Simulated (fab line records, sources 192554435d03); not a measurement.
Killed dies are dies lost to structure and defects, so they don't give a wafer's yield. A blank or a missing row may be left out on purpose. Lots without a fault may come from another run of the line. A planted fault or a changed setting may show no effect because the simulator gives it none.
Split-lot experiment | flow n5_finfet | 7 lots, 21 wafers read, on a route of 1938 steps

THE SPLIT
At N5_MOL_CONTACT_COAG_EXPOSE_37 (exposes mask VD, defocus 0 nm), the setting dose_mj was moved away from the recipe's 62 on 6 of the 21 wafers read, by -7.1% to -3.7%. The other wafers ran this setting at the recipe's value.

FROM THE SPLIT TO THE READING: what the file shows between them, 2 steps
- N5_MOL_CONTACT_COAG_PEB_38: peb time 60 s
- N5_MOL_CONTACT_COAG_DEVELOP_39: develop time 30 s

THE READING
cd_nm, in nm, at N5_MOL_CONTACT_COAG_CD_MEAS_40 (target cd 25.1 nm). Fault-free wafers of this fab line usually give 25.04 nm, standard deviation 0.29 nm.

wafer  | tool, chamber at the split | dose_mj as run | against the recipe | cd_nm, nm | against lot-mates on the recipe
L074.2 | euv_scanner-01, 0          | 62             | recipe             | 25.01     | -
L074.4 | euv_scanner-01, 0          | 62             | recipe             | 24.96     | -
L074.6 | euv_scanner-01, 0          | 59.34          | -4.3%              | 23.78     | -1.20
L076.1 | euv_scanner-02, 0          | 62             | recipe             | 24.67     | -
L076.2 | euv_scanner-02, 0          | 62             | recipe             | 24.93     | -
L076.4 | euv_scanner-02, 0          | 62             | recipe             | 24.49     | -
L077.1 | euv_scanner-02, 0          | 62             | recipe             | 25.08     | -
L077.2 | euv_scanner-02, 0          | 59.69          | -3.7%              | 24.74     | -0.43
L077.6 | euv_scanner-02, 0          | 62             | recipe             | 25.25     | -
L085.1 | euv_scanner-01, 0          | 57.6           | -7.1%              | 24.10     | -1.47
L085.5 | euv_scanner-01, 0          | 57.6           | -7.1%              | 23.91     | -1.66
L085.6 | euv_scanner-01, 0          | 62             | recipe             | 25.57     | -
L089.1 | euv_scanner-01, 0          | 62             | recipe             | 24.52     | -
L089.3 | euv_scanner-01, 0          | 62             | recipe             | 24.50     | -
L089.6 | euv_scanner-01, 0          | 62             | recipe             | 24.47     | -
L095.1 | euv_scanner-01, 0          | 62             | recipe             | 24.94     | -
L095.2 | euv_scanner-01, 0          | 62             | recipe             | 24.77     | -
L095.6 | euv_scanner-01, 0          | 62             | recipe             | 25.26     | -
L096.1 | euv_scanner-01, 0          | 59.27          | -4.4%              | 23.57     | -1.49
L096.4 | euv_scanner-01, 0          | 62             | recipe             | 25.06     | -
L096.5 | euv_scanner-01, 0          | 59.27          | -4.4%              | 24.48     | -0.58

THE FIT
A straight line over all 21 wafers: cd_nm changes by +0.148 nm for each +1% of dose_mj; r = +0.73; the points scatter about the line by 0.36 nm.
The same after taking each lot's own level away (the mean of its wafers on the recipe; 21 wafers): +0.222 nm for each +1%; r = +0.93; scatter 0.22 nm.
On that fit, the largest move of dose_mj shifts the reading by 1.6 nm.
The lots' own levels span 24.497 to 25.570 nm, that is 3.7 times the standard deviation above.
So the lot-to-lot level blurs the effect unless lot-mates are compared.
Check: with one of the wafers moved furthest among these (-7.1%) left out of the fit, the line predicts -1.62 nm for it against its lot-mates. It came out at -1.47 nm against them.

OTHER SPLITS ON THESE WAFERS
These wafers also went through other splits before the reading. Each is held against what the fit with the lots' levels taken away leaves over:
other split on the same wafers        | wafers away from the commonest value | r with cd_nm (lot level and that fit taken away)
N5_HKMG_FIN_DEVELOP_48 develop_time_s | 7                                    | +0.02
N5_MOL_CONTACT_COAG_ALD_27 time_s     | 6                                    | +0.16
N5_MOL_CONTACT_COAG_PECVD_31 temp_c   | 8                                    | -0.13

THE FILE'S OWN FIT
cd_nm changes by +0.22 nm for each +1% of dose_mj, r = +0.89.
